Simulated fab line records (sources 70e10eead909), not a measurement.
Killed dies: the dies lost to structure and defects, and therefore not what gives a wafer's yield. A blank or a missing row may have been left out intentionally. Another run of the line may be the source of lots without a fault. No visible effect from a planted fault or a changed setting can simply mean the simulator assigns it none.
fab line records ; flow nandHarc
record lots=5; wafers=15; lastDay=30
route steps=1302 shown A_CHANNEL_HOLE_D2@603 A_CHANNEL_FILL_D2@610 END@1302
lots that met no fault: from a run of the same line without faults
startH: the number of hours between the record's first day and the start of the first shown wafer of the lot ; waitH: hours elapsed since this lot's preceding step ; " same as the row above ; L1.1+2: a single row standing in for several wafers ; - no value, or no start was given ; * or withheld: withheld ; < > ~ a bound
route shown NAME@n: names a module that has steps shown in the file, with the first one's number in the route ; usual: mean/standard deviation taken from wafers without a fault ; same: alike in all rows ; chamber/n: place in a boat ; sites: readings site by site ; _std_site: their standard deviation ; _edge_site: outer sites' mean less inner sites' ; radiusMm: how far each site lies from the wafer's centre ; mask NAME#n: copy n ; behind: the tool/chamber that last shaped the wafer ; hold: reason for holding the lot/hours on hold/outcome of the hold ; device: the n, p or np transistor that did not switch ; end of line: the same wafers' tests at the end of the route ; step lacking rows: just its recipe ; killed: not the wafer's yield, but the dies lost to structure and defects at the first sort ; map: shows each die of a wafer: x if killed, . if not, _ if none is there
set.NAME: the setting the step ran with; set.NAME@STEP: the setting that earlier step ran with ; model.NAME: the simulator's own value behind a step, which no gauge read
lots at some steps of the route; a table a step, a row a wafer
services: from which hour (startH, from the record's first day; less than 0 if before it) a tool's chamber was out of use, for how many hours, and why
## steps
# step NHARC_A_CHANNEL_HOLE_D2_ETCH_44
# recipe targetDepthA=1400; overetchA=140; timeS=77; ionEnergyEv=100; cf4FlowSccm=80; o2FlowSccm=20; arFlowSccm=0; rfW=300; biasW=100; chemistry=CF4/O2
# usual drypumpMotorCurrentA=5.7/0.35; oesProductAu=1.003/0.01; rfVppV=197.6/1.4; showerheadPlenumPTorr=1.33/0.056; throttleValvePct=13.397/0.0096
lot.wafer;tool;chamber;startH;waitH;drypumpMotorCurrentA;oesProductAu;rfHoursCounterH;rfVppV;showerheadPlenumPTorr;throttleValvePct
L924.1;rieDiel-03;0;320.56;0.1;6.0;1.005;3.2;197.5;1.35;13.381
L924.3;rieDiel-03;2;320.56;0.1;5.8;0.990;3.1;197.4;1.41;13.400
L924.6;rieDiel-03;0;320.56;0.1;6.0;0.997;-;198.8;1.35;13.412
L932.4;rieDiel-05;0;402.89;0.1;5.8;0.994;10.1;198.3;1.40;13.397
L932.2;rieDiel-05;1;402.89;0.1;4.9;1.010;7.3;199.6;1.42;13.385
L932.5;rieDiel-05;1;402.89;0.1;5.0;1.007;-;197.7;1.42;13.404
L935.4;rieDiel-05;0;424.54;0.0;5.8;1.007;1.4;198.4;1.40;13.392
L935.3;rieDiel-05;3;424.54;0.0;5.3;0.996;1.6;196.3;1.25;13.399
L935.5;rieDiel-05;1;424.54;0.0;4.9;1.001;-;199.3;1.42;13.386
L937.4;rieDiel-10;0;434.68;0.1;5.9;1.019;0.8;200.1;1.39;13.408
L937.3;rieDiel-10;1;434.68;0.1;6.2;1.005;0.5;199.5;1.31;13.400
L937.6;rieDiel-10;0;434.68;0.1;5.9;1.012;-;199.3;1.39;13.395
L938.2;rieDiel-10;2;456.90;0.1;5.9;1.012;1.5;196.1;1.26;13.399
L938.5;rieDiel-10;0;456.90;0.1;5.9;1.015;-;198.2;1.39;13.386
L938.6;rieDiel-10;1;456.90;0.1;6.2;1.024;-;197.9;1.31;13.392
# step NHARC_A_CHANNEL_HOLE_D2_STRIP_28
# recipe o2FlowSccm=500; arFlowSccm=0; biasW=0; chemistry=O2
# usual drypumpMotorCurrentA=5.7/0.35; oesProductAu=1.002/0.01; rfVppV=57.8/0.84; showerheadPlenumPTorr=3.51/0.14; throttleValvePct=17.036/0.0087
lot.wafer;tool;chamber;startH;waitH;drypumpMotorCurrentA;oesProductAu;rfHoursCounterH;rfVppV;showerheadPlenumPTorr;throttleValvePct
L924.1;rieDiel-03;0;-;-;6.0;0.994;3.3;57.3;3.56;17.031
L924.3;rieDiel-03;1;-;-;5.4;0.995;2.5;57.8;3.39;17.025
L924.6;rieDiel-03;3;-;-;5.2;1.001;-;58.8;3.53;17.030
L932.4;rieDiel-05;3;-;-;5.4;1.001;10.2;57.2;3.32;17.044
L932.2;rieDiel-05;2;-;-;5.5;0.971;8.6;57.7;3.49;17.037
L932.5;rieDiel-05;0;-;-;5.8;1.002;-;58.8;3.70;17.035
L935.4;rieDiel-05;2;-;-;5.5;1.000;1.5;57.9;3.49;17.032
L935.3;rieDiel-05;3;-;-;5.4;0.988;1.6;57.4;3.31;17.042
L935.5;rieDiel-05;0;-;-;5.9;0.995;-;58.1;3.70;17.039
L937.4;rieDiel-10;1;-;-;6.2;1.008;0.6;58.8;3.47;17.031
L937.3;rieDiel-10;2;-;-;5.9;1.012;0.5;57.4;3.35;17.040
L937.6;rieDiel-10;0;-;-;5.9;1.028;-;59.9;3.66;17.043
L938.2;rieDiel-10;2;-;-;5.9;1.009;1.6;57.2;3.35;17.043
L938.5;rieDiel-10;3;-;-;5.7;0.999;-;57.4;3.31;17.026
L938.6;rieDiel-10;0;-;-;5.9;1.010;-;57.8;3.66;17.047
# step NHARC_A_CHANNEL_HOLE_D2_PRECLEAN_29
# recipe timeS=*; tempC=50; bathAgeMin=0; chemistry=SC1
# step NHARC_A_CHANNEL_HOLE_D2_SRD_30
# step NHARC_A_CHANNEL_HOLE_D2_CD_MEAS_31
# usual cdNm=90.2/1.6
lot.wafer;tool;chamber;startH;waitH;cdNm
L924.1;cdSem-03;-;321.36;-;92.0
L924.3;cdSem-03;-;321.36;-;90.3
L924.6;cdSem-03;-;321.36;-;92.7
L932.2;cdSem-02;-;403.69;-;89.1
L932.4;cdSem-02;-;403.69;-;89.1
L932.5;cdSem-02;-;403.69;-;88.4
L935.3;cdSem-01;-;425.35;-;90.3
L935.4;cdSem-01;-;425.35;-;89.2
L935.5;cdSem-01;-;425.35;-;90.6
L937.3;cdSem-02;-;435.48;-;90.1
L937.4;cdSem-02;-;435.48;-;91.9
L937.6;cdSem-02;-;435.48;-;91.1
L938.2;cdSem-02;-;457.68;-;90.9
L938.5;cdSem-02;-;457.68;-;91.8
L938.6;cdSem-02;-;457.68;-;91.5
# step NHARC_A_CHANNEL_HOLE_D2_XSEM_32
# recipe landingEnergyEv=35000
# usual botCdNm=74.9/1.7; bowNm=8.69/0.28; tiltDeg=0.09/0.037
lot.wafer;tool;chamber;startH;waitH;botCdNm;bowNm;tiltDeg
L924.1;xsem-02;0;321.45;0.1;76.9;8.76;0.09
L924.3;xsem-02;0;321.45;0.1;76.1;8.78;0.09
L924.6;xsem-02;0;321.45;0.1;76.7;8.69;0.09
L932.2;xsem-02;0;403.78;0.1;73.9;8.33;0.04
L932.4;xsem-02;0;403.78;0.1;74.4;8.27;0.04
L932.5;xsem-02;0;403.78;0.1;73.7;8.35;0.04
L935.3;xsem-01;0;425.44;0.1;75.9;8.25;0.09
L935.4;xsem-01;0;425.44;0.1;75.3;8.20;0.08
L935.5;xsem-01;0;425.44;0.1;76.3;8.24;0.09
L937.3;xsem-02;0;435.59;0.1;74.2;8.50;0.09
L937.4;xsem-02;0;435.59;0.1;76.1;8.50;0.09
L937.6;xsem-02;0;435.59;0.1;74.4;8.44;0.09
L938.2;xsem-02;0;457.77;0.1;75.4;8.83;0.07
L938.5;xsem-02;0;457.77;0.1;76.7;8.87;0.07
L938.6;xsem-02;0;457.77;0.1;75.1;8.86;0.07
# step NHARC_A_CHANNEL_HOLE_D2_INSPECT_40
# usual rawDefectCount=294/70
lot.wafer;tool;chamber;startH;waitH;rawDefectCount
L924.1;defectInspect-02;-;321.55;-;288
L924.3;defectInspect-02;-;321.55;-;255
L924.6;defectInspect-02;-;321.55;-;241
L932.2;defectInspect-02;-;403.88;-;499
L932.4;defectInspect-02;-;403.88;-;301
L932.5;defectInspect-02;-;403.88;-;296
L935.3;defectInspect-01;-;425.53;-;272
L935.4;defectInspect-01;-;425.53;-;239
L935.5;defectInspect-01;-;425.53;-;237
L937.3;defectInspect-01;-;435.68;-;170
L937.4;defectInspect-01;-;435.68;-;205
L937.6;defectInspect-01;-;435.68;-;184
L938.2;defectInspect-01;-;457.87;-;202
L938.5;defectInspect-01;-;457.87;-;172
L938.6;defectInspect-01;-;457.87;-;277
# step NHARC_A_CHANNEL_FILL_D2_PRECLEAN_00
# recipe timeS=*; tempC=50; bathAgeMin=0; chemistry=SC1
# step NHARC_A_CHANNEL_FILL_D2_SRD_01
# step NHARC_A_CHANNEL_FILL_D2_ALD_02
# recipe targetThkA=60; pulseTimeS=10; aldCycles=60; tempC=300; material=SiO2
# usual heaterPowerOuterW=266/19; heaterPowerW=484/36; precursorPulseHeightRel=1.002/0.02; susceptorTempC=300.02/0.2
lot.wafer;tool;chamber;startH;waitH;heaterPowerOuterW;heaterPowerW;precursorPulseHeightRel;sinceWetCleanH;susceptorTempC
L924.1;aldHk-03;2;322.46;-;238;438;0.986;100;300.29
L924.3;aldHk-03;3;322.46;-;258;451;0.993;100;300.06
L924.6;aldHk-03;1;322.46;-;310;501;0.964;-;300.04
L932.4;aldHk-02;1;404.14;-;268;462;1.017;44;300.21
L932.2;aldHk-02;3;404.14;-;274;516;0.980;44;299.60
L932.5;aldHk-02;1;404.14;-;277;475;1.038;-;300.39
L935.4;aldHk-01;0;426.01;-;259;457;0.976;117;299.98
L935.3;aldHk-01;1;426.01;-;277;527;1.004;118;299.92
L935.5;aldHk-01;3;426.01;-;268;502;0.985;-;299.95
L937.4;aldHk-01;3;435.88;-;266;503;0.967;127;299.83
L937.3;aldHk-01;1;435.88;-;276;536;0.986;128;300.26
L937.6;aldHk-01;0;435.88;-;264;453;0.991;-;299.82
L938.2;aldHk-03;2;458.06;-;236;441;0.989;57;299.77
L938.5;aldHk-03;2;458.06;-;239;427;0.997;-;299.81
L938.6;aldHk-03;3;458.06;-;265;435;1.006;-;300.03
# step NHARC_A_CHANNEL_FILL_D2_ALD_03
# recipe targetThkA=60; pulseTimeS=60; aldCycles=58; tempC=630; pressureTorr=2; material=SiNx
# usual precursorPulseHeightRel=0.999/0.018; susceptorTempC=630.0/0.31
lot.wafer;tool;chamber;startH;waitH;precursorPulseHeightRel;susceptorTempC
L924.1;aldSinBatch-01;0;-;-;1.009;630.4
L924.3;aldSinBatch-01;0;-;-;0.972;630.3
L924.6;aldSinBatch-01;0;-;-;0.989;629.9
L932.2;aldSinBatch-01;0;-;-;1.013;630.3
L932.4;aldSinBatch-01;0;-;-;1.006;630.7
L932.5;aldSinBatch-01;0;-;-;0.994;630.3
L935.3;aldSinBatch-01;0;-;-;0.971;630.1
L935.4;aldSinBatch-01;0;-;-;0.990;630.2
L935.5;aldSinBatch-01;0;-;-;1.007;630.4
L937.3;aldSinBatch-01;0;-;-;0.984;-
L937.4;aldSinBatch-01;0;-;-;1.020;-
L937.6;aldSinBatch-01;0;-;-;1.008;-
L938.2;aldSinBatch-02;0;-;-;0.978;-
L938.5;aldSinBatch-02;0;-;-;0.966;-
L938.6;aldSinBatch-02;0;-;-;1.012;-
# step NHARC_A_CHANNEL_FILL_D2_ALD_14
# recipe targetThkA=25; pulseTimeS=10; aldCycles=25; tempC=300; material=SiO2
# step NHARC_A_CHANNEL_FILL_D2_ALD_15
# recipe targetThkA=20; pulseTimeS=60; aldCycles=19; tempC=630; pressureTorr=2; material=SiNx
# usual precursorPulseHeightRel=0.998/0.021; susceptorTempC=629.95/0.28
lot.wafer;tool;chamber;startH;waitH;precursorPulseHeightRel;susceptorTempC
L924.1;aldSinBatch-02;0;329.91;-;0.953;630.10
L924.3;aldSinBatch-02;0;329.91;-;1.001;629.84
L924.6;aldSinBatch-02;0;329.91;-;0.957;629.64
L932.2;aldSinBatch-03;0;414.58;-;0.953;-
L932.4;aldSinBatch-03;0;414.58;-;0.966;-
L932.5;aldSinBatch-03;0;414.58;-;0.981;-
L935.3;aldSinBatch-02;0;436.30;-;0.993;642.92
L935.4;aldSinBatch-02;0;436.30;-;0.970;642.48
L935.5;aldSinBatch-02;0;436.30;-;0.992;643.19
L937.3;aldSinBatch-01;0;446.01;-;0.995;630.48
L937.4;aldSinBatch-01;0;446.01;-;0.999;629.36
L937.6;aldSinBatch-01;0;446.01;-;1.001;630.36
L938.2;aldSinBatch-03;0;468.16;-;0.994;-
L938.5;aldSinBatch-03;0;468.16;-;0.997;-
L938.6;aldSinBatch-03;0;468.16;-;1.029;-
# step NHARC_A_CHANNEL_FILL_D2_ALD_16
# recipe targetThkA=15; pulseTimeS=10; aldCycles=15; tempC=300; material=SiO2
# step NHARC_END_SORT_01
# recipe tempC=25
# usual killedAtArray=58/17; killedAtOther=1.0/1.4; killedAtPeriphery=3.6/2.4; killedDies=62/17; killedOpen=3.4/2; killedShort=2.2/1.6
# same grossDies=677
lot.wafer;tool;chamber;startH;waitH;killedAtArray;killedAtOther;killedAtPeriphery;killedDies;killedOpen;killedShort
L924.1;prober-02;0;583.71;2.5;60;0;4;64;1;2
L924.3;prober-02;0;585.29;3.1;58;0;8;66;4;4
L924.6;prober-02;0;587.67;4.0;61;0;3;64;3;1
L932.2;prober-01;0;658.16;2.8;46;2;4;52;8;2
L932.4;prober-01;0;659.73;3.4;50;1;4;55;6;2
L932.5;prober-01;0;660.52;3.6;47;3;6;56;3;0
L935.3;prober-02;0;691.57;3.0;25;1;2;28;8;1
L935.4;prober-02;0;692.35;3.3;22;1;5;28;4;0
L935.5;prober-02;0;693.13;3.6;21;0;2;23;1;3
L938.2;prober-02;0;710.41;2.8;28;0;4;32;2;0
L938.5;prober-02;0;712.85;3.7;19;1;6;26;4;4
L938.6;prober-02;0;713.66;4.1;23;0;5;28;6;1
L937.3;prober-01;0;711.21;3.1;54;0;2;56;1;1
L937.4;prober-01;0;712.00;3.4;59;1;3;63;2;1
L937.6;prober-01;0;713.59;4.0;58;0;4;62;1;1
# killed by level:class
L924.1 A_CHANNEL_HOLE_D1:chamberFilmFlake=26 A_SLIT:chamberFilmFlake=20 A_CHANNEL_HOLE_D2:chamberFilmFlake=6 P_M2:chamberFilmFlake=4 A_CONTACT:chamberFilmFlake=3 A_CHANNEL_FILL_D1:geometricParticle:short=1 A_WL_FILL:geometricParticle:short=1 A_M0:geometricParticle:open=1
L924.3 A_CHANNEL_HOLE_D1:chamberFilmFlake=25 A_SLIT:chamberFilmFlake=20 A_CHANNEL_HOLE_D2:chamberFilmFlake=6 A_CONTACT:chamberFilmFlake=4 P_M2:chamberFilmFlake=2 P_CONTACT:geometricParticle:short=1 P_M0:geometricParticle:short=1 P_M1:geometricParticle:open=1
L924.6 A_CHANNEL_HOLE_D1:chamberFilmFlake=29 A_SLIT:chamberFilmFlake=13 A_CHANNEL_HOLE_D2:chamberFilmFlake=11 A_CONTACT:chamberFilmFlake=3 A_STAIRCASE:chamberFilmFlake=2 P_GATE:geometricParticle:open=1 P_CONTACT:geometricParticle:short=1 A_CHANNEL_FILL_D1:geometricParticle:open=1
L932.2 A_SLIT:chamberFilmFlake=28 A_CHANNEL_HOLE_D1:chamberFilmFlake=3 A_WL_FILL:geometricParticle:open=2 A_STAIRCASE:chamberFilmFlake=2 A_CONTACT:chamberFilmFlake=2 THIN_TSV:chamberFilmFlake=2 P_M0:geometricParticle:open=1 P_M1:geometricParticle:open=1
L932.4 A_SLIT:chamberFilmFlake=30 A_CHANNEL_HOLE_D1:chamberFilmFlake=5 A_STAIRCASE:chamberFilmFlake=5 A_DECK1_JOINT:geometricParticle:open=2 P_CONTACT:chamberFilmFlake=2 A_CONTACT:chamberFilmFlake=2 P_GATE:geometricParticle:short=1 A_CHANNEL_FILL_D1:geometricParticle:open=1
L932.5 A_SLIT:chamberFilmFlake=29 A_CONTACT:chamberFilmFlake=6 A_CHANNEL_HOLE_D1:chamberFilmFlake=6 P_CONTACT:chamberFilmFlake=3 A_ZERO_WELL:chamberFilmFlake=2 A_STAIRCASE:chamberFilmFlake=2 THIN_TSV:chamberFilmFlake=2 P_GATE:geometricParticle:open=1
L935.3 A_CHANNEL_HOLE_D1:chamberFilmFlake=11 A_CHANNEL_HOLE_D2:chamberFilmFlake=3 A_M0:geometricParticle:open=2 A_SLIT:chamberFilmFlake=2 P_CONTACT:geometricParticle:open=1 P_M0:geometricParticle:open=1 A_CHANNEL_FILL_D2:geometricParticle:open=1 A_SGD_CUT:geometricParticle:open=1
L935.4 A_CHANNEL_HOLE_D1:chamberFilmFlake=8 A_SLIT:chamberFilmFlake=8 A_CONTACT:chamberFilmFlake=3 P_ZERO_WELL:chamberFilmFlake=2 P_STI:geometricParticle:open=1 P_M1:geometricParticle:open=1 A_ONON_D1:geometricParticle:open=1 STARTING-WAFER:geometricParticle:open=1
L935.5 A_CHANNEL_HOLE_D1:chamberFilmFlake=9 A_CONTACT:chamberFilmFlake=5 A_CHANNEL_FILL_D1:geometricParticle:short=3 A_ONON_D2:geometricParticle:open=1 P_GATE:chamberFilmFlake=1 P_BONDPAD:chamberFilmFlake=1 A_CHANNEL_HOLE_D2:chamberFilmFlake=1 A_CHANNEL_FILL_D2:chamberFilmFlake=1
L938.2 A_CHANNEL_HOLE_D1:chamberFilmFlake=9 A_CONTACT:chamberFilmFlake=7 A_SLIT:chamberFilmFlake=5 P_STI:chamberFilmFlake=4 A_BLC:geometricParticle:open=1 A_M0:geometricParticle:open=1 A_CHANNEL_FILL_D1:chamberFilmFlake=1 A_CHANNEL_HOLE_D2:chamberFilmFlake=1
L937.3 A_SLIT:chamberFilmFlake=30 A_CHANNEL_HOLE_D2:chamberFilmFlake=8 A_CHANNEL_HOLE_D1:chamberFilmFlake=5 A_CONTACT:chamberFilmFlake=5 A_CHANNEL_FILL_D1:chamberFilmFlake=2 A_STAIRCASE:chamberFilmFlake=2 P_M0:geometricParticle:short=1 P_M0:geometricParticle:open=1
L937.4 A_SLIT:chamberFilmFlake=38 A_CHANNEL_HOLE_D1:chamberFilmFlake=8 A_CHANNEL_HOLE_D2:chamberFilmFlake=5 A_CONTACT:chamberFilmFlake=3 P_GATE:chamberFilmFlake=2 A_STAIRCASE:chamberFilmFlake=2 A_CHANNEL_FILL_D1:geometricParticle:open=1 A_ONON_D2:geometricParticle:open=1
L938.5 A_CHANNEL_HOLE_D1:chamberFilmFlake=9 A_SLIT:chamberFilmFlake=3 P_STI:chamberFilmFlake=2 A_CONTACT:chamberFilmFlake=2 P_CONTACT:geometricParticle:short=1 P_M0:geometricParticle:short=1 P_M0:geometricParticle:open=1 A_ONON_D2:geometricParticle:open=1
L937.6 A_SLIT:chamberFilmFlake=39 A_CHANNEL_HOLE_D1:chamberFilmFlake=8 A_CHANNEL_HOLE_D2:chamberFilmFlake=6 P_GATE:chamberFilmFlake=2 A_CHANNEL_FILL_D1:geometricParticle:open=1 A_WL_FILL:geometricParticle:short=1 P_ZERO_WELL:chamberFilmFlake=1 P_M0:chamberFilmFlake=1
L938.6 A_CHANNEL_HOLE_D1:chamberFilmFlake=12 A_SLIT:chamberFilmFlake=3 A_CONTACT:chamberFilmFlake=3 P_M0:geometricParticle:open=2 A_CHANNEL_FILL_D1:geometricParticle:open=2 P_STI:chamberFilmFlake=2 P_M0:geometricParticle:short=1 A_WL_FILL:geometricParticle:open=1
## services
tool;chamber;startH;hours;kind
rieDiel-03;1;296.91;6.0;repair
aldHk-01;-;298.65;10.0;pm
rieDiel-10;0;300.50;-;clean
rieDiel-10;1;300.50;-;clean
rieDiel-10;2;300.50;-;clean
rieDiel-10;3;300.50;-;clean
rieDiel-05;0;312.20;-;clean
rieDiel-05;1;312.20;-;clean
rieDiel-05;2;312.20;-;clean
rieDiel-05;3;312.20;-;clean
rieDiel-05;-;324.68;1.1;repair
rieDiel-10;1;329.78;10.5;repair
aldHk-02;-;350.11;10.0;pm
rieDiel-10;1;354.49;4.6;repair
xsem-01;-;374.00;14.0;pm
rieDiel-05;3;378.52;4.4;repair
rieDiel-05;1;380.89;10.7;repair
aldHk-03;-;390.94;10.0;pm
rieDiel-05;-;406.65;9.0;pm
rieDiel-10;-;419.50;9.0;pm
rieDiel-03;-;458.34;9.0;pm
aldHk-01;-;459.21;0.9;repair
rieDiel-05;2;461.71;9.9;repair
rieDiel-10;1;463.92;16.4;repair
## key
firstSign step=NHARC_A_CHANNEL_FILL_D2_ALD_15; reading=susceptorTempC; direction=up; sigmas=46; usual=*; struck=*
effect none on later readings
metAt NHARC_A_CHANNEL_FILL_D2_ALD_15
struckWafers L935.3,L935.4,L935.5
testerLeftOut L935
onsetBetween 329.91 436.30
fault kind=processParameterDrift; tool=aldSinBatch-02; chamber=-; onsetH=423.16; steps=NHARC_A_CHANNEL_FILL_D1_ALD_03,NHARC_A_CHANNEL_FILL_D1_ALD_15,NHARC_A_CHANNEL_FILL_D2_ALD_03,NHARC_A_CHANNEL_FILL_D2_ALD_15; channel=tempC; offset=*; shape=step; endH=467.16; stated=*
# testerLeftOut: of these lots the tester's yield and bins aren't shown, on N5 and GAA mostly nor the transistor test; their killed dies are dies lost to structure and defects alone, not to doping, threshold or leakage, so they don't give the yield
